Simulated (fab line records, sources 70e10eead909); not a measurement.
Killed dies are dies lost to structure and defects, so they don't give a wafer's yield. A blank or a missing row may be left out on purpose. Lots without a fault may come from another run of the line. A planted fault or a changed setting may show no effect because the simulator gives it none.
Chamber matching | flow nand_harc | NHARC_A_M1_PRE_CLEAN_32 on pecvd-01: 3 sister chambers
The step time 12 s. 3 wafers are shown with their chamber, then 8 later ones without.

WAFERS WITH THEIR CHAMBER
wafer  | chamber | heater_power_w (W)
L291.4 | 2       | 590
L291.6 | 0       | 813
L292.1 | 1       | 694

WAFERS WITHOUT THEIR CHAMBER
wafer  | heater_power_w (W)
L292.3 | 795
L292.6 | 805
L293.3 | 534
L293.5 | 567
L293.6 | 563
L297.2 | 601
L297.3 | 553
L297.5 | 547

WHICH CHAMBER EACH WENT THROUGH
wafer  | from the rows above | in truth
L292.3 | 0                   | 0
L292.6 | 0                   | 0
L293.3 | 2                   | 2
L293.5 | 2                   | 2
L293.6 | 2                   | 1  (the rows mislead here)
L297.2 | 2                   | 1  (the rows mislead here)
L297.3 | 2                   | 2
L297.5 | 2                   | 2
Placed correctly: 6 of 8. Can't be placed from these rows: 0. Placed wrongly: 2.
How it was worked out, from the rows above alone: a wafer's distance from a chamber is the root of the sum, over the readings, of the square of ((its reading less the chamber's mean) divided by the reading's scatter). The wafer belongs to the nearest chamber; if the next one is less than 2 further off, it can't be placed. A chamber's mean is the mean of its shown wafers. The scatter: with one shown wafer a chamber, the root of the mean of the squares of how far each hidden wafer lies from its nearest shown one.
